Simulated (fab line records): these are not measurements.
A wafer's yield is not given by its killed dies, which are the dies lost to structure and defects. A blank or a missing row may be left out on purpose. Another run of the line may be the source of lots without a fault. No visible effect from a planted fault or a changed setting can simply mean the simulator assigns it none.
Matching of chambers	flow n5 finfet	4 sister chambers for N5_GATE_CUT_STRIP_59 on rie diel-01
The step strips in N2/H2, time 20 s. 4 wafers are shown with their chamber, then 10 later ones without.

## WAFERS PAIRED WITH THEIR CHAMBERS
wafer	chamber	drypump motor current A (A)
L083.2	3	5.2
L089.1	1	5.8
L092.4	0	6.2
L092.5	2	4.8

## WAFERS WHOSE CHAMBER IS MISSING
wafer	drypump motor current A (A)
L092.6	5.2
L093.3	5.2
L093.4	5.2
L093.5	6.2
L094.1	5.8
L094.4	6.2
L094.6	6.2
L097.3	5.2
L097.4	5.9
L097.6	4.8

## WHICH CHAMBER EACH WENT THROUGH
wafer	from the rows above	in truth
L092.6	3	3
L093.3	3	3
L093.4	3	3
L093.5	0	0
L094.1	1	1
L094.4	0	0
L094.6	0	0
L097.3	3	3
L097.4	1	1
L097.6	2	2
Placed correctly: 10 of 10. Number that these rows cannot place: 0. Wrongly placed: 0.
How it was worked out, from the rows above alone: a wafer's distance from a chamber is the root of the sum, over the readings, of the square of ((its reading less the chamber's mean) divided by the reading's scatter). If the next closest chamber is less than 2 further off than the closest, the wafer can't be placed; otherwise it belongs to the closest. The mean given for a chamber averages the wafers shown for that chamber. The scatter: root of mean squared gap, hidden wafer to nearest shown wafer, with one shown wafer a chamber.
